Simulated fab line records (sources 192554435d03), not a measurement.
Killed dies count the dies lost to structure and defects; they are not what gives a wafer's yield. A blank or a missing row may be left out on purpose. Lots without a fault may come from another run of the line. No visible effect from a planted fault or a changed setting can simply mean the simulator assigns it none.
Chamber matching    flow n5Finfet    N5_HKMG_FIN_ALD_74 on aldHk-03: 4 sister chambers
The step deposits La2O3, target thk 0.5 nm, pulse time 6 s, co reactant pulse time 1 s. 4 wafers are shown with their chamber, then 7 later ones without.

== WAFERS, EACH WITH ITS CHAMBER ==
wafer   chamber  heaterPowerW (W)
L363.1  1        314
L363.2  3        400
L364.4  2        365
L364.5  0        361

== WAFERS WHOSE CHAMBER IS MISSING ==
wafer   heaterPowerW (W)
L364.6  406
L367.1  363
L367.2  317
L367.6  374
L368.1  378
L368.3  377
L368.5  363

== WHICH CHAMBER EACH ONE RAN IN ==
wafer   from the rows above           in truth
L364.6  3                             3
L367.1  can't be placed: 0 or 2       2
L367.2  1                             1
L367.6  can't be placed: 2 or 0       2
L368.1  can't be placed: 2 or 0 or 3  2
L368.3  can't be placed: 2 or 0 or 3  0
L368.5  can't be placed: 0 or 2       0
2 of 7 placed correctly. From these rows, 5 cannot be placed; in 5 the true chamber is one of the candidates. Placed wrongly: 0.
How it was worked out, from the rows above alone: a wafer's distance from a chamber is the root of the sum, over the readings, of the square of ((its reading less the chamber's mean) divided by the reading's scatter). The wafer belongs to the nearest chamber; if the next one is less than 2 further off, it can't be placed. For every chamber, the mean is computed from those of its wafers that are shown. The scatter: root of mean squared gap, hidden wafer to nearest shown wafer, with one shown wafer a chamber.
